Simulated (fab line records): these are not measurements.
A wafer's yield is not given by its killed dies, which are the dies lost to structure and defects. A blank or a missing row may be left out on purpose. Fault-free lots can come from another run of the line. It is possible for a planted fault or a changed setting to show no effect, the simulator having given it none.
Chamber matching -- flow nand harc -- rie diel-11 running NHARC_P_BONDPAD_ACTIVATE_29: 4 sister chambers
The step chemistry N2, time 60 s. 4 wafers are shown with their chamber, then 12 later ones without.

## WAFERS PAIRED WITH THEIR CHAMBERS
wafer,chamber,drypump motor current A (A)
L086.5,1,5.0
L091.1,0,6.1
L091.2,2,5.5
L091.6,3,5.9

## WAFERS WITHOUT THEIR CHAMBER
wafer,drypump motor current A (A)
L092.1,6.1
L092.4,5.0
L092.6,5.9
L095.3,5.5
L095.5,5.5
L095.6,5.0
L096.2,5.0
L096.3,6.1
L096.5,6.0
L097.3,5.1
L097.4,5.5
L097.6,5.6

## EACH ONE'S CHAMBER
wafer,from the rows above,in truth
L092.1,0,0
L092.4,1,1
L092.6,3,3
L095.3,2,2
L095.5,2,2
L095.6,1,1
L096.2,1,1
L096.3,0,0
L096.5,can't be placed: 0 or 3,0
L097.3,1,1
L097.4,2,2
L097.6,2,2
Placed correctly: 11 of 12. Can't be placed from these rows: 1 (the true chamber is among the candidates in 1). 0 placed wrongly.
How it was worked out, from the rows above alone: a wafer's distance from a chamber is the root of the sum, over the readings, of the square of ((its reading less the chamber's mean) divided by the reading's scatter). The wafer belongs to the nearest chamber; if the next one is less than 2 further off, it can't be placed. The mean given for a chamber averages the wafers shown for that chamber. The scatter (one wafer shown for each chamber): square how far every hidden wafer sits from the nearest shown wafer, average those squares and take the square root.
